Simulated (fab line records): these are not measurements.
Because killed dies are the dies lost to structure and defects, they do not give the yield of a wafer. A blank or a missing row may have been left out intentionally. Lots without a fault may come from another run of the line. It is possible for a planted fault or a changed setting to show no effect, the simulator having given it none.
fab line records / flow nand_harc
record: lots: 14 wafers: 42 last_day: 32
route steps=1302 shown A_BONDPAD@1228 THIN_TSV@1267 END@1302
lots that met no fault: from a run of the same line without faults
start_h: hours from the record's first day to the start of the lot's first wafer shown / wait_h: how many hours have passed since the lot's step before this one / " same as the row above / L1.1+2: several wafers, shown together as one row / - either no value or no given start / * or withheld: withheld / < > ~ a bound
route shown NAME@n: a module of which the file shows steps, and the number in the route of the first / usual: the fault-free wafers' mean and standard deviation / same: alike in all rows / chamber/n: place in a boat / sites: each site's reading / _std_site: the values' standard deviation / _edge_site: mean of outer sites minus mean of inner sites / radius_mm: for every site, how far away it sits from the centre of the wafer / mask NAME#n: copy n / behind: tool/chamber where the wafer was last shaped / hold: what put the lot on hold/how long, in hours/how the hold closed / device: transistor that didn't switch, given as n, p or np / end of line: tests of these same wafers at the route's end / where a step has no rows: the recipe by itself / killed: dies that structure and defects cost at the first sort, which is not the same as the wafer's yield / map: per-die view of a wafer (x killed, . not killed, _ where there is no die)
set.NAME: the run value of the setting; set.NAME@STEP: its run value at that earlier step / model.NAME: the simulator's own value behind a step, which no gauge read
the route's steps for a sample of lots (tables are steps, rows are wafers)
services: when a tool's chamber went out of use (start_h, in hours from the record's first day, below 0 if earlier), for how many hours, and the reason
== steps ==
step: NHARC_A_BONDPAD_PVD_27
recipe: target_thk_a: 300 chamber_pressure_pa: 5 power_w: 5000 substrate_temp_c: 30 time_s: 20.49 material: Cu
usual: throttle_valve_pct: 30.0/1
same: time_s: 20.49
lot.wafer=L713.4 tool=pvd_sputter-03 chamber=- start_h=- wait_h=- throttle_valve_pct=29.2
lot.wafer=L713.2 tool=pvd_sputter-03 chamber=- start_h=- wait_h=- throttle_valve_pct=29.2
lot.wafer=L713.5 tool=pvd_sputter-03 chamber=- start_h=- wait_h=- throttle_valve_pct=30.5
lot.wafer=L715.3 tool=pvd_sputter-01 chamber=- start_h=- wait_h=- throttle_valve_pct=31.5
lot.wafer=L715.4 tool=pvd_sputter-01 chamber=- start_h=- wait_h=- throttle_valve_pct=31.2
lot.wafer=L715.5 tool=pvd_sputter-01 chamber=- start_h=- wait_h=- throttle_valve_pct=29.7
lot.wafer=L716.1 tool=pvd_sputter-02 chamber=- start_h=- wait_h=- throttle_valve_pct=28.9
lot.wafer=L716.4 tool=pvd_sputter-02 chamber=- start_h=- wait_h=- throttle_valve_pct=29.9
lot.wafer=L716.3 tool=pvd_sputter-02 chamber=- start_h=- wait_h=- throttle_valve_pct=28.3
lot.wafer=L717.3 tool=pvd_sputter-03 chamber=- start_h=- wait_h=- throttle_valve_pct=29.4
lot.wafer=L717.1 tool=pvd_sputter-03 chamber=- start_h=- wait_h=- throttle_valve_pct=29.8
lot.wafer=L717.2 tool=pvd_sputter-03 chamber=- start_h=- wait_h=- throttle_valve_pct=29.3
lot.wafer=L718.3 tool=pvd_sputter-03 chamber=- start_h=- wait_h=- throttle_valve_pct=30.5
lot.wafer=L718.2 tool=pvd_sputter-03 chamber=- start_h=- wait_h=- throttle_valve_pct=29.6
lot.wafer=L718.5 tool=pvd_sputter-03 chamber=- start_h=- wait_h=- throttle_valve_pct=29.3
lot.wafer=L719.3 tool=pvd_sputter-02 chamber=- start_h=- wait_h=- throttle_valve_pct=31.3
lot.wafer=L719.5 tool=pvd_sputter-02 chamber=- start_h=- wait_h=- throttle_valve_pct=28.7
lot.wafer=L719.6 tool=pvd_sputter-02 chamber=- start_h=- wait_h=- throttle_valve_pct=31.3
lot.wafer=L721.2 tool=pvd_sputter-02 chamber=- start_h=- wait_h=- throttle_valve_pct=28.7
lot.wafer=L721.3 tool=pvd_sputter-02 chamber=- start_h=- wait_h=- throttle_valve_pct=30.3
lot.wafer=L721.6 tool=pvd_sputter-02 chamber=- start_h=- wait_h=- throttle_valve_pct=28.8
lot.wafer=L724.2 tool=pvd_sputter-01 chamber=- start_h=- wait_h=- throttle_valve_pct=29.4
lot.wafer=L724.5 tool=pvd_sputter-01 chamber=- start_h=- wait_h=- throttle_valve_pct=30.4
lot.wafer=L724.6 tool=pvd_sputter-01 chamber=- start_h=- wait_h=- throttle_valve_pct=29.2
lot.wafer=L722.3 tool=pvd_sputter-01 chamber=- start_h=- wait_h=- throttle_valve_pct=31.4
lot.wafer=L722.6 tool=pvd_sputter-01 chamber=- start_h=- wait_h=- throttle_valve_pct=31.3
lot.wafer=L722.5 tool=pvd_sputter-01 chamber=- start_h=- wait_h=- throttle_valve_pct=31.3
lot.wafer=L725.3 tool=pvd_sputter-01 chamber=- start_h=- wait_h=- throttle_valve_pct=29.3
lot.wafer=L725.6 tool=pvd_sputter-01 chamber=- start_h=- wait_h=- throttle_valve_pct=30.8
lot.wafer=L725.5 tool=pvd_sputter-01 chamber=- start_h=- wait_h=- throttle_valve_pct=29.4
lot.wafer=L723.4 tool=pvd_sputter-02 chamber=- start_h=- wait_h=- throttle_valve_pct=31.4
lot.wafer=L723.3 tool=pvd_sputter-02 chamber=- start_h=- wait_h=- throttle_valve_pct=28.7
lot.wafer=L723.5 tool=pvd_sputter-02 chamber=- start_h=- wait_h=- throttle_valve_pct=31.4
lot.wafer=L732.1 tool=pvd_sputter-03 chamber=- start_h=- wait_h=- throttle_valve_pct=30.3
lot.wafer=L732.2 tool=pvd_sputter-03 chamber=- start_h=- wait_h=- throttle_valve_pct=31.2
lot.wafer=L732.5 tool=pvd_sputter-03 chamber=- start_h=- wait_h=- throttle_valve_pct=30.2
lot.wafer=L734.4 tool=pvd_sputter-03 chamber=- start_h=- wait_h=- throttle_valve_pct=29.5
lot.wafer=L734.3 tool=pvd_sputter-03 chamber=- start_h=- wait_h=- throttle_valve_pct=31.4
lot.wafer=L734.2 tool=pvd_sputter-03 chamber=- start_h=- wait_h=- throttle_valve_pct=29.2
lot.wafer=L733.4 tool=pvd_sputter-01 chamber=- start_h=- wait_h=- throttle_valve_pct=31.3
lot.wafer=L733.2 tool=pvd_sputter-01 chamber=- start_h=- wait_h=- throttle_valve_pct=31.5
lot.wafer=L733.5 tool=pvd_sputter-01 chamber=- start_h=- wait_h=- throttle_valve_pct=30.4
step: NHARC_A_BONDPAD_ECD_18
recipe: target_thk_a: 4000 bath_temp_c: 25 material: Cu
lot.wafer=L713.2+4+5 tool=ecd_cu-01 chamber=1 start_h=553.58 wait_h=-
lot.wafer=L715.3+4+5 tool=ecd_cu-01 chamber=1,0,0 start_h=555.31 wait_h=-
lot.wafer=L716.1+4+3 tool=ecd_cu-01 chamber=0,0,1 start_h=563.49 wait_h=-
lot.wafer=L717.1+2+3 tool=ecd_cu-01 chamber=0,1,0 start_h=587.73 wait_h=-
lot.wafer=L718.2+3+5 tool=ecd_cu-02 chamber=0 start_h=593.66 wait_h=-
lot.wafer=L719.3+5+6 tool=ecd_cu-02 chamber=0,1,0 start_h=613.25 wait_h=-
lot.wafer=L721.2+3+6 tool=ecd_cu-01 chamber=0,1,0 start_h=629.52 wait_h=-
lot.wafer=L724.2+5+6 tool=ecd_cu-01 chamber=1,0,1 start_h=645.77 wait_h=-
lot.wafer=L722.3+6+5 tool=ecd_cu-01 chamber=0,1,0 start_h=646.99 wait_h=-
lot.wafer=L725.3+6+5 tool=ecd_cu-01 chamber=1,0,1 start_h=650.35 wait_h=-
lot.wafer=L723.4+3+5 tool=ecd_cu-01 chamber=0,1,1 start_h=651.90 wait_h=-
lot.wafer=L732.2+1+5 tool=ecd_cu-02 chamber=0,1,1 start_h=727.11 wait_h=-
lot.wafer=L734.2+3+4 tool=ecd_cu-01 chamber=0,1,0 start_h=739.77 wait_h=-
lot.wafer=L733.2+4+5 tool=ecd_cu-01 chamber=1 start_h=742.09 wait_h=-
step: NHARC_THIN_TSV_DEP_47
recipe: target_thk_a: 2000 temp_c: withheld pressure_torr: 6.5 rf_w: 900 teos_flow_sccm: 161.4 flow_sccm: 2650 target_thk_nm: 200 gas: O2 material: SiO2
usual: showerhead_vpp_V: 1871/69 throttle_valve_pct: 16.1/0.67
lot.wafer=L715.3 tool=pecvd-01 chamber=0 start_h=568.79 wait_h=- showerhead_vpp_V=1943 throttle_valve_pct=16.0
lot.wafer=L715.5 tool=pecvd-01 chamber=0 start_h=568.79 wait_h=- showerhead_vpp_V=1976 throttle_valve_pct=16.2
lot.wafer=L715.4 tool=pecvd-01 chamber=1 start_h=568.79 wait_h=- showerhead_vpp_V=1895 throttle_valve_pct=16.8
lot.wafer=L713.2 tool=pecvd-03 chamber=1 start_h=569.99 wait_h=- showerhead_vpp_V=1790 throttle_valve_pct=15.5
lot.wafer=L713.5 tool=pecvd-03 chamber=0 start_h=569.99 wait_h=- showerhead_vpp_V=1914 throttle_valve_pct=16.9
lot.wafer=L713.4 tool=pecvd-03 chamber=1 start_h=569.99 wait_h=- showerhead_vpp_V=1804 throttle_valve_pct=15.8
lot.wafer=L716.3 tool=pecvd-04 chamber=1 start_h=578.81 wait_h=- showerhead_vpp_V=1893 throttle_valve_pct=15.1
lot.wafer=L716.1 tool=pecvd-04 chamber=0 start_h=578.81 wait_h=- showerhead_vpp_V=1976 throttle_valve_pct=15.1
lot.wafer=L716.4 tool=pecvd-04 chamber=0 start_h=578.81 wait_h=- showerhead_vpp_V=1956 throttle_valve_pct=15.2
lot.wafer=L717.3 tool=pecvd-01 chamber=0 start_h=604.87 wait_h=- showerhead_vpp_V=1931 throttle_valve_pct=16.0
lot.wafer=L717.1 tool=pecvd-01 chamber=1 start_h=604.87 wait_h=- showerhead_vpp_V=1897 throttle_valve_pct=17.1
lot.wafer=L717.2 tool=pecvd-01 chamber=2 start_h=604.87 wait_h=- showerhead_vpp_V=1719 throttle_valve_pct=15.9
lot.wafer=L718.2 tool=pecvd-01 chamber=0 start_h=609.21 wait_h=- showerhead_vpp_V=1974 throttle_valve_pct=15.9
lot.wafer=L718.3 tool=pecvd-01 chamber=2 start_h=609.21 wait_h=- showerhead_vpp_V=1726 throttle_valve_pct=15.9
lot.wafer=L718.5 tool=pecvd-01 chamber=0 start_h=609.21 wait_h=- showerhead_vpp_V=1947 throttle_valve_pct=16.0
lot.wafer=L719.3 tool=pecvd-03 chamber=0 start_h=628.34 wait_h=- showerhead_vpp_V=1893 throttle_valve_pct=17.2
lot.wafer=L719.5 tool=pecvd-03 chamber=2 start_h=628.34 wait_h=- showerhead_vpp_V=1883 throttle_valve_pct=16.5
lot.wafer=L719.6 tool=pecvd-03 chamber=0 start_h=628.34 wait_h=- showerhead_vpp_V=1870 throttle_valve_pct=17.1
lot.wafer=L721.2 tool=pecvd-03 chamber=2 start_h=644.96 wait_h=- showerhead_vpp_V=1907 throttle_valve_pct=16.4
lot.wafer=L721.3 tool=pecvd-03 chamber=0 start_h=644.96 wait_h=- showerhead_vpp_V=1873 throttle_valve_pct=17.1
lot.wafer=L721.6 tool=pecvd-03 chamber=1 start_h=644.96 wait_h=- showerhead_vpp_V=1800 throttle_valve_pct=15.7
lot.wafer=L724.2 tool=pecvd-03 chamber=1 start_h=661.32 wait_h=- showerhead_vpp_V=1800 throttle_valve_pct=15.8
lot.wafer=L724.6 tool=pecvd-03 chamber=0 start_h=661.32 wait_h=- showerhead_vpp_V=1833 throttle_valve_pct=17.2
lot.wafer=L724.5 tool=pecvd-03 chamber=2 start_h=661.32 wait_h=- showerhead_vpp_V=1911 throttle_valve_pct=16.1
lot.wafer=L722.5 tool=pecvd-01 chamber=0 start_h=662.61 wait_h=- showerhead_vpp_V=1917 throttle_valve_pct=16.2
lot.wafer=L722.6 tool=pecvd-01 chamber=1 start_h=662.61 wait_h=- showerhead_vpp_V=1870 throttle_valve_pct=16.9
lot.wafer=L723.5 tool=pecvd-03 chamber=1 start_h=666.99 wait_h=- showerhead_vpp_V=1804 throttle_valve_pct=15.6
lot.wafer=L723.4 tool=pecvd-03 chamber=2 start_h=666.99 wait_h=- showerhead_vpp_V=1889 throttle_valve_pct=16.6
lot.wafer=L725.6 tool=pecvd-01 chamber=1 start_h=668.17 wait_h=- showerhead_vpp_V=1871 throttle_valve_pct=17.1
lot.wafer=L725.5 tool=pecvd-01 chamber=2 start_h=668.17 wait_h=- showerhead_vpp_V=1734 throttle_valve_pct=16.0
lot.wafer=L732.2 tool=pecvd-04 chamber=1 start_h=748.43 wait_h=- showerhead_vpp_V=1942 throttle_valve_pct=15.1
lot.wafer=L732.1 tool=pecvd-04 chamber=2 start_h=748.43 wait_h=- showerhead_vpp_V=1852 throttle_valve_pct=15.9
lot.wafer=L732.5 tool=pecvd-04 chamber=1 start_h=748.43 wait_h=- showerhead_vpp_V=1924 throttle_valve_pct=14.9
lot.wafer=L734.2 tool=pecvd-03 chamber=0 start_h=760.19 wait_h=- showerhead_vpp_V=1805 throttle_valve_pct=16.9
lot.wafer=L734.3 tool=pecvd-03 chamber=1 start_h=760.19 wait_h=- showerhead_vpp_V=1842 throttle_valve_pct=15.9
lot.wafer=L734.4 tool=pecvd-03 chamber=0 start_h=760.19 wait_h=- showerhead_vpp_V=1858 throttle_valve_pct=16.5
lot.wafer=L733.2 tool=pecvd-04 chamber=0 start_h=761.45 wait_h=- showerhead_vpp_V=1917 throttle_valve_pct=15.4
lot.wafer=L733.5 tool=pecvd-04 chamber=2 start_h=761.45 wait_h=- showerhead_vpp_V=1872 throttle_valve_pct=15.6
lot.wafer=L733.4 tool=pecvd-04 chamber=0 start_h=761.45 wait_h=- showerhead_vpp_V=1969 throttle_valve_pct=15.9
step: NHARC_THIN_TSV_CMP_21
recipe: t_overpolish_s: 30 target_thk_nm: 2000
usual: motor_current_A: 12.0/1.1 overpolish_run_s: 29.999/0.0088 pad_life_wafers: 201/100
lot.wafer=L715.3 tool=cmp-04 chamber=3 start_h=571.25 wait_h=- motor_current_A=13.5 overpolish_run_s=29.998 pad_life_wafers=253
lot.wafer=L715.4 tool=cmp-04 chamber=0 start_h=571.25 wait_h=- motor_current_A=12.0 overpolish_run_s=29.982 pad_life_wafers=254
lot.wafer=L715.5 tool=cmp-04 chamber=3 start_h=571.25 wait_h=- motor_current_A=13.5 overpolish_run_s=29.985 pad_life_wafers=-
lot.wafer=L713.4 tool=cmp-02 chamber=3 start_h=572.96 wait_h=- motor_current_A=11.8 overpolish_run_s=29.996 pad_life_wafers=205
lot.wafer=L713.2 tool=cmp-02 chamber=0 start_h=572.96 wait_h=- motor_current_A=11.0 overpolish_run_s=30.009 pad_life_wafers=206
lot.wafer=L713.5 tool=cmp-02 chamber=3 start_h=572.96 wait_h=- motor_current_A=11.6 overpolish_run_s=30.011 pad_life_wafers=-
lot.wafer=L716.1 tool=cmp-04 chamber=0 start_h=581.25 wait_h=- motor_current_A=11.9 overpolish_run_s=30.008 pad_life_wafers=324
lot.wafer=L716.3 tool=cmp-04 chamber=2 start_h=581.25 wait_h=- motor_current_A=14.3 overpolish_run_s=29.996 pad_life_wafers=326
lot.wafer=L716.4 tool=cmp-04 chamber=3 start_h=581.25 wait_h=- motor_current_A=14.0 overpolish_run_s=29.999 pad_life_wafers=327
lot.wafer=L717.2 tool=cmp-01 chamber=2 start_h=607.64 wait_h=- motor_current_A=12.8 overpolish_run_s=29.993 pad_life_wafers=85
lot.wafer=L717.1 tool=cmp-01 chamber=3 start_h=607.64 wait_h=- motor_current_A=11.7 overpolish_run_s=30.003 pad_life_wafers=86
lot.wafer=L717.3 tool=cmp-01 chamber=0 start_h=607.64 wait_h=- motor_current_A=11.5 overpolish_run_s=30.001 pad_life_wafers=87
lot.wafer=L718.3 tool=cmp-01 chamber=3 start_h=611.71 wait_h=- motor_current_A=11.4 overpolish_run_s=30.005 pad_life_wafers=96
lot.wafer=L718.2 tool=cmp-01 chamber=1 start_h=611.71 wait_h=- motor_current_A=10.5 overpolish_run_s=29.994 pad_life_wafers=98
lot.wafer=L718.5 tool=cmp-01 chamber=3 start_h=611.71 wait_h=- motor_current_A=10.9 overpolish_run_s=30.002 pad_life_wafers=-
lot.wafer=L719.3 tool=cmp-01 chamber=2 start_h=630.77 wait_h=- motor_current_A=13.1 overpolish_run_s=29.999 pad_life_wafers=176
lot.wafer=L719.5 tool=cmp-01 chamber=0 start_h=630.77 wait_h=- motor_current_A=11.3 overpolish_run_s=29.999 pad_life_wafers=-
lot.wafer=L719.6 tool=cmp-01 chamber=1 start_h=630.77 wait_h=- motor_current_A=10.6 overpolish_run_s=30.002 pad_life_wafers=-
lot.wafer=L721.2 tool=cmp-01 chamber=3 start_h=647.40 wait_h=- motor_current_A=11.4 overpolish_run_s=29.991 pad_life_wafers=252
lot.wafer=L721.3 tool=cmp-01 chamber=0 start_h=647.40 wait_h=- motor_current_A=10.7 overpolish_run_s=30.010 pad_life_wafers=253
lot.wafer=L721.6 tool=cmp-01 chamber=0 start_h=647.40 wait_h=- motor_current_A=11.2 overpolish_run_s=30.009 pad_life_wafers=-
lot.wafer=L724.2 tool=cmp-04 chamber=2 start_h=663.87 wait_h=- motor_current_A=13.7 overpolish_run_s=29.997 pad_life_wafers=283
lot.wafer=L724.5 tool=cmp-04 chamber=1 start_h=663.87 wait_h=- motor_current_A=12.6 overpolish_run_s=29.983 pad_life_wafers=-
lot.wafer=L724.6 tool=cmp-04 chamber=2 start_h=663.87 wait_h=- motor_current_A=14.0 overpolish_run_s=30.000 pad_life_wafers=-
lot.wafer=L722.6 tool=cmp-02 chamber=3 start_h=665.04 wait_h=- motor_current_A=11.8 overpolish_run_s=30.008 pad_life_wafers=-
lot.wafer=L722.5 tool=cmp-02 chamber=0 start_h=665.04 wait_h=- motor_current_A=11.6 overpolish_run_s=30.013 pad_life_wafers=-
lot.wafer=L723.4 tool=cmp-02 chamber=2 start_h=669.31 wait_h=- motor_current_A=11.7 overpolish_run_s=30.015 pad_life_wafers=174
lot.wafer=L723.5 tool=cmp-02 chamber=2 start_h=669.31 wait_h=- motor_current_A=11.1 overpolish_run_s=29.999 pad_life_wafers=-
lot.wafer=L725.5 tool=cmp-02 chamber=1 start_h=670.68 wait_h=- motor_current_A=11.8 overpolish_run_s=29.997 pad_life_wafers=-
lot.wafer=L725.6 tool=cmp-02 chamber=2 start_h=670.68 wait_h=- motor_current_A=12.0 overpolish_run_s=29.998 pad_life_wafers=-
lot.wafer=L732.2 tool=cmp-01 chamber=2 start_h=750.98 wait_h=- motor_current_A=12.8 overpolish_run_s=30.004 pad_life_wafers=300
lot.wafer=L732.1 tool=cmp-01 chamber=0 start_h=750.98 wait_h=- motor_current_A=11.0 overpolish_run_s=29.999 pad_life_wafers=302
lot.wafer=L732.5 tool=cmp-01 chamber=3 start_h=750.98 wait_h=- motor_current_A=11.2 overpolish_run_s=29.994 pad_life_wafers=-
lot.wafer=L734.3 tool=cmp-01 chamber=3 start_h=762.70 wait_h=- motor_current_A=11.4 overpolish_run_s=30.001 pad_life_wafers=348
lot.wafer=L734.2 tool=cmp-01 chamber=0 start_h=762.70 wait_h=- motor_current_A=10.7 overpolish_run_s=29.995 pad_life_wafers=349
lot.wafer=L734.4 tool=cmp-01 chamber=2 start_h=762.70 wait_h=- motor_current_A=12.6 overpolish_run_s=29.998 pad_life_wafers=351
lot.wafer=L733.2 tool=cmp-04 chamber=2 start_h=763.91 wait_h=- motor_current_A=14.5 overpolish_run_s=29.994 pad_life_wafers=260
lot.wafer=L733.4 tool=cmp-04 chamber=3 start_h=763.91 wait_h=- motor_current_A=13.1 overpolish_run_s=30.006 pad_life_wafers=261
lot.wafer=L733.5 tool=cmp-04 chamber=0 start_h=763.91 wait_h=- motor_current_A=11.7 overpolish_run_s=29.992 pad_life_wafers=-
step: NHARC_END_SORT_01
recipe: temp_c: 25
usual: defect_limited_yield: 91.1/2.9 killed_at_array: 55/19 killed_at_other: 0.8/1.1 killed_at_periphery: 4.0/2.6 killed_dies: 60/20 killed_open: 3.4/1.7 killed_short: 2.6/1.5
same: gross_dies: 677
lot.wafer=L721.2 tool=prober-02 chamber=0 start_h=658.98 wait_h=2.8 defect_limited_yield[%]=88.5 killed_at_array=74 killed_at_other=2 killed_at_periphery=2 killed_dies=78 killed_open=1 killed_short=1
lot.wafer=L721.3 tool=prober-02 chamber=0 start_h=659.78 wait_h=3.1 defect_limited_yield[%]=85.4 killed_at_array=93 killed_at_other=3 killed_at_periphery=3 killed_dies=99 killed_open=1 killed_short=3
lot.wafer=L721.6 tool=prober-02 chamber=0 start_h=662.18 wait_h=4.0 defect_limited_yield[%]=87.6 killed_at_array=76 killed_at_other=2 killed_at_periphery=6 killed_dies=84 killed_open=4 killed_short=6
lot.wafer=L722.3 tool=prober-02 chamber=0 start_h=676.23 wait_h=3.1 defect_limited_yield[%]=0 killed_at_array=671 killed_at_other=1 killed_at_periphery=5 killed_dies=677 killed_open=5 killed_short=5
lot.wafer=L722.5 tool=prober-02 chamber=0 start_h=677.87 wait_h=3.8 defect_limited_yield[%]=91.6 killed_at_array=51 killed_at_other=0 killed_at_periphery=6 killed_dies=57 killed_open=2 killed_short=6
lot.wafer=L722.6 tool=prober-02 chamber=0 start_h=678.70 wait_h=4.1 defect_limited_yield[%]=90.8 killed_at_array=59 killed_at_other=0 killed_at_periphery=3 killed_dies=62 killed_open=5 killed_short=2
lot.wafer=L725.3 tool=prober-01 chamber=0 start_h=684.05 wait_h=3.1 defect_limited_yield[%]=0 killed_at_array=673 killed_at_other=0 killed_at_periphery=4 killed_dies=677 killed_open=5 killed_short=3
lot.wafer=L725.5 tool=prober-01 chamber=0 start_h=685.66 wait_h=3.7 defect_limited_yield[%]=91.0 killed_at_array=60 killed_at_other=1 killed_at_periphery=0 killed_dies=61 killed_open=3 killed_short=2
lot.wafer=L725.6 tool=prober-01 chamber=0 start_h=686.47 wait_h=4.0 defect_limited_yield[%]=90.5 killed_at_array=60 killed_at_other=0 killed_at_periphery=4 killed_dies=64 killed_open=2 killed_short=2
lot.wafer=L723.3 tool=prober-02 chamber=0 start_h=684.07 wait_h=3.1 defect_limited_yield[%]=0 killed_at_array=668 killed_at_other=4 killed_at_periphery=5 killed_dies=677 killed_open=3 killed_short=4
lot.wafer=L723.4 tool=prober-02 chamber=0 start_h=684.86 wait_h=3.4 defect_limited_yield[%]=92.2 killed_at_array=46 killed_at_other=5 killed_at_periphery=2 killed_dies=53 killed_open=2 killed_short=4
lot.wafer=L723.5 tool=prober-02 chamber=0 start_h=685.65 wait_h=3.6 defect_limited_yield[%]=93.8 killed_at_array=37 killed_at_other=3 killed_at_periphery=2 killed_dies=42 killed_open=0 killed_short=1
killed by level:class
L721.2 A_CHANNEL_HOLE_D1:chamber_film_flake=32 A_SLIT:chamber_film_flake=25 A_CHANNEL_HOLE_D2:chamber_film_flake=12 P_BONDPAD:chamber_film_flake=2 A_ZERO_WELL:chamber_film_flake=2 THIN_TSV:chamber_film_flake=2 A_SGD_CUT:geometric_particle:short=1 A_CONTACT:geometric_particle:open=1
L721.3 A_CHANNEL_HOLE_D1:chamber_film_flake=43 A_SLIT:chamber_film_flake=30 A_CHANNEL_HOLE_D2:chamber_film_flake=10 A_CONTACT:chamber_film_flake=5 THIN_TSV:chamber_film_flake=3 P_BONDPAD:chamber_film_flake=2 A_DECK1_JOINT:geometric_particle:short=1 A_DECK1_JOINT:geometric_particle:open=1
L721.6 A_CHANNEL_HOLE_D1:chamber_film_flake=35 A_SLIT:chamber_film_flake=20 A_CONTACT:chamber_film_flake=8 A_CHANNEL_HOLE_D2:chamber_film_flake=5 A_STAIRCASE:chamber_film_flake=3 P_M0:geometric_particle:open=2 A_WL_FILL:geometric_particle:short=2 P_CONTACT:geometric_particle:open=1
L722.3 A_BONDPAD:area_ecd=615 A_CHANNEL_HOLE_D1:chamber_film_flake=28 A_STAIRCASE:chamber_film_flake=13 A_CHANNEL_HOLE_D2:chamber_film_flake=3 A_ONON_D2:geometric_particle:short=2 A_SGD_CUT:chamber_film_flake=2 P_STI:geometric_particle:open=1 P_CONTACT:geometric_particle:open=1
L722.5 A_CHANNEL_HOLE_D1:chamber_film_flake=29 A_STAIRCASE:chamber_film_flake=10 A_CHANNEL_FILL_D2:geometric_particle:short=2 P_GATE:chamber_film_flake=2 P_M2:chamber_film_flake=2 A_CHANNEL_HOLE_D2:chamber_film_flake=2 A_WL_FILL:chamber_film_flake=2 P_M1:geometric_particle:short=1
L722.6 A_CHANNEL_HOLE_D1:chamber_film_flake=32 A_STAIRCASE:chamber_film_flake=11 A_CHANNEL_HOLE_D2:chamber_film_flake=5 A_SLIT:chamber_film_flake=2 P_M0:geometric_particle:open=1 A_DECK1_JOINT:geometric_particle:short=1 A_ONON_D2:geometric_particle:open=1 A_ONON_D2:geometric_particle:short=1
L725.3 A_BONDPAD:area_ecd=618 A_SLIT:chamber_film_flake=28 A_CHANNEL_HOLE_D2:chamber_film_flake=6 A_STAIRCASE:chamber_film_flake=5 P_M2:chamber_film_flake=3 A_CHANNEL_FILL_D2:chamber_film_flake=3 A_CHANNEL_HOLE_D1:chamber_film_flake=2 A_CONTACT:chamber_film_flake=2
L723.3 A_BONDPAD:area_ecd=623 A_CHANNEL_HOLE_D2:chamber_film_flake=19 A_CHANNEL_HOLE_D1:chamber_film_flake=8 A_STAIRCASE:chamber_film_flake=4 THIN_TSV:chamber_film_flake=4 A_DECK1_JOINT:chamber_film_flake=3 A_SLIT:chamber_film_flake=3 A_CHANNEL_FILL_D1:geometric_particle:short=2
L723.4 A_CHANNEL_HOLE_D2:chamber_film_flake=18 A_STAIRCASE:chamber_film_flake=6 A_M1:chamber_film_flake=5 THIN_TSV:chamber_film_flake=5 A_CHANNEL_HOLE_D1:chamber_film_flake=4 A_SLIT:chamber_film_flake=3 A_CONTACT:chamber_film_flake=3 A_CONTACT:geometric_particle:short=2
L723.5 A_CHANNEL_HOLE_D2:chamber_film_flake=15 A_CHANNEL_HOLE_D1:chamber_film_flake=7 A_STAIRCASE:chamber_film_flake=4 A_SLIT:chamber_film_flake=3 A_CONTACT:chamber_film_flake=3 THIN_TSV:chamber_film_flake=3 A_M1:chamber_film_flake=2 A_M0:geometric_particle:short=1
L725.5 A_SLIT:chamber_film_flake=27 A_CHANNEL_HOLE_D2:chamber_film_flake=11 A_CHANNEL_HOLE_D1:chamber_film_flake=8 A_STAIRCASE:chamber_film_flake=3 A_WL_FILL:chamber_film_flake=3 A_CONTACT:chamber_film_flake=2 A_ONON_D2:geometric_particle:short=1 A_CHANNEL_FILL_D2:geometric_particle:open=1
L725.6 A_SLIT:chamber_film_flake=33 A_CHANNEL_HOLE_D1:chamber_film_flake=7 A_CHANNEL_HOLE_D2:chamber_film_flake=4 A_STAIRCASE:chamber_film_flake=4 A_WL_FILL:chamber_film_flake=3 A_DECK1_JOINT:chamber_film_flake=2 A_CHANNEL_FILL_D2:chamber_film_flake=2 A_CONTACT:chamber_film_flake=2
== services ==
tool=pvd_sputter-01 chamber=- start_h=536.02 hours=0.6 kind=repair
tool=cmp-04 chamber=- start_h=541.99 hours=3.2 kind=repair
tool=pecvd-03 chamber=- start_h=547.43 hours=13.0 kind=pm
tool=cmp-01 chamber=- start_h=548.28 hours=0.4 kind=repair
tool=cmp-02 chamber=- start_h=552.36 hours=0.5 kind=repair
tool=cmp-01 chamber=- start_h=578.03 hours=4.0 kind=pm
tool=pvd_sputter-01 chamber=- start_h=582.00 hours=10.0 kind=pm
tool=cmp-04 chamber=- start_h=601.07 hours=4.0 kind=pm
tool=cmp-01 chamber=- start_h=625.37 hours=3.6 kind=repair
tool=cmp-01 chamber=- start_h=635.40 hours=1.8 kind=repair
tool=pvd_sputter-02 chamber=- start_h=638.00 hours=10.0 kind=pm
tool=pecvd-01 chamber=2 start_h=653.45 hours=14.0 kind=repair
tool=cmp-01 chamber=- start_h=663.53 hours=1.6 kind=repair
tool=pecvd-01 chamber=- start_h=673.45 hours=13.0 kind=pm
tool=pecvd-03 chamber=2 start_h=674.02 hours=5.4 kind=repair
tool=cmp-01 chamber=- start_h=676.03 hours=4.0 kind=pm
tool=pvd_sputter-01 chamber=- start_h=687.57 hours=7.6 kind=repair
tool=ecd_cu-01 chamber=- start_h=688.00 hours=8.0 kind=pm
tool=cmp-04 chamber=- start_h=699.07 hours=4.0 kind=pm
tool=pvd_sputter-03 chamber=- start_h=704.03 hours=10.0 kind=pm
tool=cmp-04 chamber=- start_h=707.04 hours=1.8 kind=repair
tool=pecvd-03 chamber=- start_h=728.58 hours=13.0 kind=pm
tool=pvd_sputter-03 chamber=- start_h=733.46 hours=1.7 kind=repair
tool=pvd_sputter-01 chamber=- start_h=760.00 hours=10.0 kind=pm
== key ==
first_sign: step: NHARC_END_SORT_01 reading: killed_at_array direction: up sigmas: 32 usual: 55 struck: 671
effect: step: NHARC_END_SORT_01 reading: defect_limited_yield direction: down sigmas: 31 usual: 91.1 struck: 0
more_kills_born_at: NHARC_A_BONDPAD_ECD_18@ecd_cu-01: 1856
met_at NHARC_A_BONDPAD_ECD_18
struck_lots L722,L723,L725
struck_wafers L722.3,L723.3,L725.3
later_rows_left_out L722.3,L723.3,L725.3
not_acting_at NHARC_A_BONDPAD_PVD_27,NHARC_THIN_TSV_DEP_47,NHARC_THIN_TSV_CMP_21
onset_between 645.77 646.99
fault: kind: process_parameter_drift tool: ecd_cu-01 chamber: - onset_h: 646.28 steps: NHARC_A_BONDPAD_ECD_18 channel: target_thk_a offset: * shape: step end_h: 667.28 scope: struck_wafers_only acts_in: * stated: *
later_rows_left_out: the simulator's readings of these wafers behind a module that went badly wrong aren't trusted and aren't shown, but for the sort
